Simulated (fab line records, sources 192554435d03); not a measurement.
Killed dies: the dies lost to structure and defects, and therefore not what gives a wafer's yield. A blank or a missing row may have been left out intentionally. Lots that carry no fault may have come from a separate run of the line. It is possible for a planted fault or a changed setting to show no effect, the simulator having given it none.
Which tool is to blame? :: flow n5_finfet :: 72 wafers from 24 lots sampled at 3 of the route's 1938 steps

## WHAT THE GAUGES READ, wafer by wafer
N5_BEOL_M2_OCD_MEAS_38. Usual: trench_depth_nm reads 55.7 nm (standard deviation 0.83).
lot: L074
measured: day 6 13:46
on: ocd-01
trench_depth_nm (nm): 56.2 55.3 55.6
flag: 

lot: L075
measured: day 7 07:17
on: ocd-02
trench_depth_nm (nm): 55.5 57.5 58.3
flag: 

lot: L076
measured: day 7 18:52
on: ocd-01
trench_depth_nm (nm): 55.5 55.4 54.3
flag: 

lot: L077
measured: day 7 19:11
on: ocd-02
trench_depth_nm (nm): 54.9 57.1 57.0
flag: 

lot: L078
measured: day 8 07:04
on: ocd-01
trench_depth_nm (nm): 56.3 55.1 55.7
flag: 

lot: L079
measured: day 8 08:28
on: ocd-02
trench_depth_nm (nm): 55.3 55.8 56.1
flag: 

lot: L080
measured: day 8 16:41
on: ocd-01
trench_depth_nm (nm): 54.3 56.4 54.7
flag: 

lot: L081
measured: day 9 04:44
on: ocd-01
trench_depth_nm (nm): 56.2 55.2 55.5
flag: 

lot: L083
measured: day 9 07:24
on: ocd-01
trench_depth_nm (nm): 56.7 57.0 55.2
flag: 

lot: L082
measured: day 9 07:34
on: ocd-01
trench_depth_nm (nm): 56.8 55.6 56.5
flag: 

lot: L084
measured: day 9 12:56
on: ocd-01
trench_depth_nm (nm): 56.4 55.9 55.4
flag: 

lot: L085
measured: day 10 01:35
on: ocd-01
trench_depth_nm (nm): 54.9 54.4 55.6
flag: 

lot: L086
measured: day 10 10:07
on: ocd-02
trench_depth_nm (nm): 54.7 55.6 54.9
flag: 

lot: L087
measured: day 10 14:31
on: ocd-02
trench_depth_nm (nm): 56.1 56.7 57.2
flag: 

lot: L088
measured: day 10 14:33
on: ocd-01
trench_depth_nm (nm): 55.6 55.7 56.4
flag: 

lot: L089
measured: day 10 19:47
on: ocd-02
trench_depth_nm (nm): 55.7 56.0 55.2
flag: 

lot: L090
measured: day 10 23:20
on: ocd-01
trench_depth_nm (nm): 55.0 55.9 55.5
flag: 

lot: L091
measured: day 11 16:43
on: ocd-01
trench_depth_nm (nm): 54.3 55.9 55.6
flag: 

lot: L093
measured: day 12 03:57
on: ocd-01
trench_depth_nm (nm): 55.9 55.6 55.4
flag: 

lot: L092
measured: day 12 01:49
on: ocd-02
trench_depth_nm (nm): 55.7 56.3 56.2
flag: 

lot: L094
measured: day 12 04:00
on: ocd-02
trench_depth_nm (nm): 55.8 56.7 56.7
flag: 

lot: L095
measured: day 12 07:37
on: ocd-01
trench_depth_nm (nm): 56.3 56.5 54.7
flag: 

lot: L096
measured: day 12 09:20
on: ocd-01
trench_depth_nm (nm): 55.6 56.2 55.0
flag: 

lot: L097
measured: day 12 17:40
on: ocd-02
trench_depth_nm (nm): 56.3 54.6 56.5
flag: 

## WHICH TOOL RAN EACH LOT (tool, then ch and the chambers of the sampled wafers, then the start)
lot: L074
N5_BEOL_M2_STRIP_19: rie_diel-06 ch 0,2,3, day 6 10:05
N5_BEOL_M2_ETCH_77: rie_diel-06 ch 0,2,3, day 6 11:05

lot: L075
N5_BEOL_M2_STRIP_19: rie_diel-06 ch 0,2, day 7 04:45
N5_BEOL_M2_ETCH_77: rie_diel-03 ch 0,2, day 7 05:17

lot: L076
N5_BEOL_M2_STRIP_19: rie_diel-06 ch 1,2,3, day 7 13:51
N5_BEOL_M2_ETCH_77: rie_diel-03 ch 0,1,2, day 7 15:16

lot: L077
N5_BEOL_M2_STRIP_19: rie_diel-06 ch 0,1, day 7 14:41
N5_BEOL_M2_ETCH_77: rie_diel-03 ch 2,3, day 7 16:45

lot: L078
N5_BEOL_M2_STRIP_19: rie_diel-06 ch 1,3, day 7 19:50
N5_BEOL_M2_ETCH_77: rie_diel-06 ch 1,3, day 7 21:50

lot: L079
N5_BEOL_M2_STRIP_19: rie_diel-03 ch 2,3, day 7 20:45
N5_BEOL_M2_ETCH_77: rie_diel-03 ch 0,2,3, day 7 22:05

lot: L080
N5_BEOL_M2_STRIP_19: rie_diel-03 ch 0,2,3, day 8 05:10
N5_BEOL_M2_ETCH_77: rie_diel-03 ch 0,1,3, day 8 06:13

lot: L081
N5_BEOL_M2_STRIP_19: rie_diel-06 ch 1,2,3, day 8 17:40
N5_BEOL_M2_ETCH_77: rie_diel-03 ch 0,2,3, day 8 18:13

lot: L083
N5_BEOL_M2_STRIP_19: rie_diel-03 ch 1,2,3, day 8 20:58
N5_BEOL_M2_ETCH_77: rie_diel-06 ch 0,1,3, day 8 21:38

lot: L082
N5_BEOL_M2_STRIP_19: rie_diel-05 ch 1,2, day 8 22:11
N5_BEOL_M2_ETCH_77: rie_diel-03 ch 0,3, day 8 22:52

lot: L084
N5_BEOL_M2_STRIP_19: rie_diel-05 ch 0,1,2, day 9 08:41
N5_BEOL_M2_ETCH_77: rie_diel-06 ch 1,3, day 9 09:22

lot: L085
N5_BEOL_M2_STRIP_19: rie_diel-05 ch 1,2, day 9 15:11
N5_BEOL_M2_ETCH_77: rie_diel-05 ch 0,2, day 9 15:44

lot: L086
N5_BEOL_M2_STRIP_19: rie_diel-06 ch 0,1, day 10 01:22
N5_BEOL_M2_ETCH_77: rie_diel-06 ch 0,1,3, day 10 02:02

lot: L087
N5_BEOL_M2_STRIP_19: rie_diel-03 ch 0,2, day 10 02:52
N5_BEOL_M2_ETCH_77: rie_diel-03 ch 2,3, day 10 03:33

lot: L088
N5_BEOL_M2_STRIP_19: rie_diel-03 ch 2,3, day 10 05:32
N5_BEOL_M2_ETCH_77: rie_diel-03 ch 0,1, day 10 06:22

lot: L089
N5_BEOL_M2_STRIP_19: rie_diel-06 ch 0,1,3, day 10 11:11
N5_BEOL_M2_ETCH_77: rie_diel-06 ch 1,2, day 10 11:44

lot: L090
N5_BEOL_M2_STRIP_19: rie_diel-03 ch 0,1,3, day 10 15:22
N5_BEOL_M2_ETCH_77: rie_diel-03 ch 0,1,2, day 10 15:55

lot: L091
N5_BEOL_M2_STRIP_19: rie_diel-05 ch 0,1,2, day 11 13:46
N5_BEOL_M2_ETCH_77: rie_diel-03 ch 0,2,3, day 11 14:28

lot: L093
N5_BEOL_M2_STRIP_19: rie_diel-05 ch 2,3, day 11 15:21
N5_BEOL_M2_ETCH_77: rie_diel-06 ch 0,2,3, day 11 16:25

lot: L092
N5_BEOL_M2_STRIP_19: rie_diel-05 ch 0,1,2, day 11 17:50
N5_BEOL_M2_ETCH_77: rie_diel-06 ch 0,1,2, day 11 18:30

lot: L094
N5_BEOL_M2_STRIP_19: rie_diel-06 ch 0,2,3, day 11 21:07
N5_BEOL_M2_ETCH_77: rie_diel-06 ch 0,2, day 11 21:56

lot: L095
N5_BEOL_M2_STRIP_19: rie_diel-03 ch 1,3, day 12 02:29
N5_BEOL_M2_ETCH_77: rie_diel-05 ch 1,3, day 12 03:10

lot: L096
N5_BEOL_M2_STRIP_19: rie_diel-05 ch 1,2, day 12 05:27
N5_BEOL_M2_ETCH_77: rie_diel-05 ch 1,2, day 12 06:00

lot: L097
N5_BEOL_M2_STRIP_19: rie_diel-05 ch 1,2,3, day 12 08:14
N5_BEOL_M2_ETCH_77: rie_diel-06 ch 0,1,3, day 12 08:47
- N5_BEOL_M2_STRIP_19: strips in O2.
- N5_BEOL_M2_ETCH_77: etches underlayer in N2/H2, target depth 6.5 nm, time 5.2 s.

## WHAT THE TOOLS THEMSELVES READ (means of the sampled wafers that have a number; where no wafer has one, the mark that the record gives instead)
N5_BEOL_M2_STRIP_19. Usual: drypump_motor_current_A 5.8 A, standard deviation 0.37; oes_product_au 0.82 a.u., standard deviation 0.1; rf_vpp_V 3.7 V, standard deviation 0.48; showerhead_plenum_p_Torr 2.10 Torr, standard deviation 0.1; throttle_valve_pct 16.63 %, standard deviation 0.26.
lot: L074
tool: rie_diel-06
drypump_motor_current_A (A): 6.2
oes_product_au (a.u.): 0.74
rf_vpp_V (V): 3.5
showerhead_plenum_p_Torr (Torr): 2.06
throttle_valve_pct (%): 16.74
flag: 

lot: L075
tool: rie_diel-06
drypump_motor_current_A (A): 6.1
oes_product_au (a.u.): 0.73
rf_vpp_V (V): 3.7
showerhead_plenum_p_Torr (Torr): 2.06
throttle_valve_pct (%): 16.75
flag: 

lot: L076
tool: rie_diel-06
drypump_motor_current_A (A): 6.0
oes_product_au (a.u.): 0.86
rf_vpp_V (V): 3.9
showerhead_plenum_p_Torr (Torr): 2.12
throttle_valve_pct (%): 16.58
flag: 

lot: L077
tool: rie_diel-06
drypump_motor_current_A (A): 5.7
oes_product_au (a.u.): 0.86
rf_vpp_V (V): 3.9
showerhead_plenum_p_Torr (Torr): 2.10
throttle_valve_pct (%): 16.50
flag: 

lot: L078
tool: rie_diel-06
drypump_motor_current_A (A): 6.1
oes_product_au (a.u.): 0.93
rf_vpp_V (V): 3.5
showerhead_plenum_p_Torr (Torr): 2.12
throttle_valve_pct (%): 16.42
flag: 

lot: L079
tool: rie_diel-03
drypump_motor_current_A (A): 6.1
oes_product_au (a.u.): 0.76
rf_vpp_V (V): 3.8
showerhead_plenum_p_Torr (Torr): 2.10
throttle_valve_pct (%): 16.88
flag: 

lot: L080
tool: rie_diel-03
drypump_motor_current_A (A): 6.0
oes_product_au (a.u.): 0.75
rf_vpp_V (V): 3.8
showerhead_plenum_p_Torr (Torr): 2.06
throttle_valve_pct (%): 16.83
flag: 

lot: L081
tool: rie_diel-06
drypump_motor_current_A (A): 6.0
oes_product_au (a.u.): 0.93
rf_vpp_V (V): 4.0
showerhead_plenum_p_Torr (Torr): 2.12
throttle_valve_pct (%): 16.45
flag: 

lot: L083
tool: rie_diel-03
drypump_motor_current_A (A): 6.1
oes_product_au (a.u.): 0.81
rf_vpp_V (V): 3.7
showerhead_plenum_p_Torr (Torr): 2.08
throttle_valve_pct (%): 16.86
flag: 

lot: L082
tool: rie_diel-05
drypump_motor_current_A (A): 5.6
oes_product_au (a.u.): 0.88
rf_vpp_V (V): 4.2
showerhead_plenum_p_Torr (Torr): 2.16
throttle_valve_pct (%): 16.43
flag: 

lot: L084
tool: rie_diel-05
drypump_motor_current_A (A): 5.6
oes_product_au (a.u.): 0.78
rf_vpp_V (V): 4.0
showerhead_plenum_p_Torr (Torr): 2.07
throttle_valve_pct (%): 16.68
flag: 

lot: L085
tool: rie_diel-05
drypump_motor_current_A (A): 5.6
oes_product_au (a.u.): 0.86
rf_vpp_V (V): 3.6
showerhead_plenum_p_Torr (Torr): 2.16
throttle_valve_pct (%): 16.43
flag: 

lot: L086
tool: rie_diel-06
drypump_motor_current_A (A): 5.5
oes_product_au (a.u.): 0.85
rf_vpp_V (V): 3.7
showerhead_plenum_p_Torr (Torr): 2.15
throttle_valve_pct (%): 16.52
flag: 

lot: L087
tool: rie_diel-03
drypump_motor_current_A (A): 5.7
oes_product_au (a.u.): 0.70
rf_vpp_V (V): 3.7
showerhead_plenum_p_Torr (Torr): 2.02
throttle_valve_pct (%): 16.80
flag: 

lot: L088
tool: rie_diel-03
drypump_motor_current_A (A): 6.1
oes_product_au (a.u.): 0.75
rf_vpp_V (V): 3.2
showerhead_plenum_p_Torr (Torr): 2.10
throttle_valve_pct (%): 16.92
flag: 

lot: L089
tool: rie_diel-06
drypump_motor_current_A (A): 5.9
oes_product_au (a.u.): 0.85
rf_vpp_V (V): 3.5
showerhead_plenum_p_Torr (Torr): 2.10
throttle_valve_pct (%): 16.51
flag: 

lot: L090
tool: rie_diel-03
drypump_motor_current_A (A): 5.8
oes_product_au (a.u.): 0.78
rf_vpp_V (V): 4.0
showerhead_plenum_p_Torr (Torr): 2.13
throttle_valve_pct (%): 16.80
flag: 

lot: L091
tool: rie_diel-05
drypump_motor_current_A (A): 5.5
oes_product_au (a.u.): 0.76
rf_vpp_V (V): 4.0
showerhead_plenum_p_Torr (Torr): 2.07
throttle_valve_pct (%): 16.72
flag: 

lot: L093
tool: rie_diel-05
drypump_motor_current_A (A): 5.5
oes_product_au (a.u.): 0.91
rf_vpp_V (V): 4.4
showerhead_plenum_p_Torr (Torr): 2.24
throttle_valve_pct (%): 16.42
flag: 

lot: L092
tool: rie_diel-05
drypump_motor_current_A (A): 5.5
oes_product_au (a.u.): 0.76
rf_vpp_V (V): 3.6
showerhead_plenum_p_Torr (Torr): 2.06
throttle_valve_pct (%): 16.73
flag: 

lot: L094
tool: rie_diel-06
drypump_motor_current_A (A): 6.2
oes_product_au (a.u.): 0.86
rf_vpp_V (V): 4.2
showerhead_plenum_p_Torr (Torr): 2.04
throttle_valve_pct (%): 16.53
flag: 

lot: L095
tool: rie_diel-03
drypump_motor_current_A (A): 6.1
oes_product_au (a.u.): 0.79
rf_vpp_V (V): 4.2
showerhead_plenum_p_Torr (Torr): 2.16
throttle_valve_pct (%): 16.88
flag: 

lot: L096
tool: rie_diel-05
drypump_motor_current_A (A): 5.8
oes_product_au (a.u.): 0.75
rf_vpp_V (V): 3.1
showerhead_plenum_p_Torr (Torr): 2.06
throttle_valve_pct (%): 16.47
flag: 

lot: L097
tool: rie_diel-05
drypump_motor_current_A (A): 5.7
oes_product_au (a.u.): 0.82
rf_vpp_V (V): 3.4
showerhead_plenum_p_Torr (Torr): 2.15
throttle_valve_pct (%): 16.41
flag: 

N5_BEOL_M2_ETCH_77. Usual: drypump_motor_current_A 5.9 A, standard deviation 0.35; etch_rf_on_time_s 5.19 s, standard deviation 0.075; oes_product_au 0.70 a.u., standard deviation 0.08; rf_vpp_V 523 V, standard deviation 3.5; showerhead_plenum_p_Torr 2.53 Torr, standard deviation 0.12; throttle_valve_pct 17.87 %, standard deviation 0.21.
lot: L074
tool: rie_diel-06
drypump_motor_current_A (A): 6.2
etch_rf_on_time_s (s): 5.29
oes_product_au (a.u.): 0.62
rf_vpp_V (V): 522
showerhead_plenum_p_Torr (Torr): 2.49
throttle_valve_pct (%): 17.93
flag: 

lot: L075
tool: rie_diel-03
drypump_motor_current_A (A): 6.0
etch_rf_on_time_s (s): 5.25
oes_product_au (a.u.): 0.63
rf_vpp_V (V): 519
showerhead_plenum_p_Torr (Torr): 2.40
throttle_valve_pct (%): 17.97
flag: 

lot: L076
tool: rie_diel-03
drypump_motor_current_A (A): 5.9
etch_rf_on_time_s (s): 5.23
oes_product_au (a.u.): 0.69
rf_vpp_V (V): 521
showerhead_plenum_p_Torr (Torr): 2.49
throttle_valve_pct (%): 17.98
flag: 

lot: L077
tool: rie_diel-03
drypump_motor_current_A (A): 6.2
etch_rf_on_time_s (s): 5.28
oes_product_au (a.u.): 0.65
rf_vpp_V (V): 520
showerhead_plenum_p_Torr (Torr): 2.45
throttle_valve_pct (%): 18.06
flag: 

lot: L078
tool: rie_diel-06
drypump_motor_current_A (A): 6.1
etch_rf_on_time_s (s): 5.13
oes_product_au (a.u.): 0.78
rf_vpp_V (V): 525
showerhead_plenum_p_Torr (Torr): 2.57
throttle_valve_pct (%): 17.72
flag: 

lot: L079
tool: rie_diel-03
drypump_motor_current_A (A): 5.9
etch_rf_on_time_s (s): 5.24
oes_product_au (a.u.): 0.63
rf_vpp_V (V): 522
showerhead_plenum_p_Torr (Torr): 2.51
throttle_valve_pct (%): 17.97
flag: 

lot: L080
tool: rie_diel-03
drypump_motor_current_A (A): 5.9
etch_rf_on_time_s (s): 5.21
oes_product_au (a.u.): 0.69
rf_vpp_V (V): 525
showerhead_plenum_p_Torr (Torr): 2.60
throttle_valve_pct (%): 17.97
flag: 

lot: L081
tool: rie_diel-03
drypump_motor_current_A (A): 6.0
etch_rf_on_time_s (s): 5.19
oes_product_au (a.u.): 0.63
rf_vpp_V (V): 523
showerhead_plenum_p_Torr (Torr): 2.51
throttle_valve_pct (%): 17.98
flag: 

lot: L083
tool: rie_diel-06
drypump_motor_current_A (A): 5.9
etch_rf_on_time_s (s): 5.20
oes_product_au (a.u.): 0.74
rf_vpp_V (V): 525
showerhead_plenum_p_Torr (Torr): 2.55
throttle_valve_pct (%): 17.74
flag: 

lot: L082
tool: rie_diel-03
drypump_motor_current_A (A): 5.7
etch_rf_on_time_s (s): 5.21
oes_product_au (a.u.): 0.61
rf_vpp_V (V): 525
showerhead_plenum_p_Torr (Torr): 2.56
throttle_valve_pct (%): 17.88
flag: 

lot: L084
tool: rie_diel-06
drypump_motor_current_A (A): 6.1
etch_rf_on_time_s (s): 5.13
oes_product_au (a.u.): 0.76
rf_vpp_V (V): 523
showerhead_plenum_p_Torr (Torr): 2.57
throttle_valve_pct (%): 17.74
flag: 

lot: L085
tool: rie_diel-05
drypump_motor_current_A (A): 5.3
etch_rf_on_time_s (s): 5.19
oes_product_au (a.u.): 0.67
rf_vpp_V (V): 522
showerhead_plenum_p_Torr (Torr): 2.51
throttle_valve_pct (%): 18.12
flag: 

lot: L086
tool: rie_diel-06
drypump_motor_current_A (A): 5.9
etch_rf_on_time_s (s): 5.17
oes_product_au (a.u.): 0.72
rf_vpp_V (V): 524
showerhead_plenum_p_Torr (Torr): 2.55
throttle_valve_pct (%): 17.77
flag: 

lot: L087
tool: rie_diel-03
drypump_motor_current_A (A): 6.1
etch_rf_on_time_s (s): 5.17
oes_product_au (a.u.): 0.64
rf_vpp_V (V): 525
showerhead_plenum_p_Torr (Torr): 2.55
throttle_valve_pct (%): 18.09
flag: 

lot: L088
tool: rie_diel-03
drypump_motor_current_A (A): 5.7
etch_rf_on_time_s (s): 5.24
oes_product_au (a.u.): 0.65
rf_vpp_V (V): 522
showerhead_plenum_p_Torr (Torr): 2.53
throttle_valve_pct (%): 17.91
flag: 

lot: L089
tool: rie_diel-06
drypump_motor_current_A (A): 5.7
etch_rf_on_time_s (s): 5.10
oes_product_au (a.u.): 0.76
rf_vpp_V (V): 525
showerhead_plenum_p_Torr (Torr): 2.63
throttle_valve_pct (%): 17.80
flag: 

lot: L090
tool: rie_diel-03
drypump_motor_current_A (A): 5.9
etch_rf_on_time_s (s): 5.17
oes_product_au (a.u.): 0.66
rf_vpp_V (V): 523
showerhead_plenum_p_Torr (Torr): 2.48
throttle_valve_pct (%): 18.02
flag: 

lot: L091
tool: rie_diel-03
drypump_motor_current_A (A): 6.0
etch_rf_on_time_s (s): 5.19
oes_product_au (a.u.): 0.61
rf_vpp_V (V): 523
showerhead_plenum_p_Torr (Torr): 2.50
throttle_valve_pct (%): 18.03
flag: 

lot: L093
tool: rie_diel-06
drypump_motor_current_A (A): 6.2
etch_rf_on_time_s (s): 5.22
oes_product_au (a.u.): 0.73
rf_vpp_V (V): 523
showerhead_plenum_p_Torr (Torr): 2.47
throttle_valve_pct (%): 17.73
flag: 

lot: L092
tool: rie_diel-06
drypump_motor_current_A (A): 5.8
etch_rf_on_time_s (s): 5.16
oes_product_au (a.u.): 0.72
rf_vpp_V (V): 524
showerhead_plenum_p_Torr (Torr): 2.54
throttle_valve_pct (%): 17.77
flag: 

lot: L094
tool: rie_diel-06
drypump_motor_current_A (A): 6.0
etch_rf_on_time_s (s): 5.18
oes_product_au (a.u.): 0.71
rf_vpp_V (V): 522
showerhead_plenum_p_Torr (Torr): 2.46
throttle_valve_pct (%): 17.74
flag: 

lot: L095
tool: rie_diel-05
drypump_motor_current_A (A): 5.9
etch_rf_on_time_s (s): 5.23
oes_product_au (a.u.): 0.64
rf_vpp_V (V): 523
showerhead_plenum_p_Torr (Torr): 2.50
throttle_valve_pct (%): 17.55
flag: 

lot: L096
tool: rie_diel-05
drypump_motor_current_A (A): 5.7
etch_rf_on_time_s (s): 5.22
oes_product_au (a.u.): 0.64
rf_vpp_V (V): 522
showerhead_plenum_p_Torr (Torr): 2.50
throttle_valve_pct (%): 17.62
flag: 

lot: L097
tool: rie_diel-06
drypump_motor_current_A (A): 5.9
etch_rf_on_time_s (s): 5.23
oes_product_au (a.u.): 0.69
rf_vpp_V (V): 522
showerhead_plenum_p_Torr (Torr): 2.54
throttle_valve_pct (%): 17.79
flag: 

## THE ANSWER, worked out from the rows above alone
Rule: lot off if the mean of its wafers having a number is beyond 3 standard deviations from the usual mean. A lot without any number at a reading at which 4 lots or more have one is off too. The other lots that the step has rows for count as sound. First the gauges in route order, then the tools' own readings, where a lot's mean is used as printed above. The first step at which some lot is off is used, and at that step the reading that is off furthest; a lot without a number counts as furthest.
No lot is off on any of the readings shown, so nothing can be concluded from this.

## WHAT THE SIMULATOR HAD PUT IN
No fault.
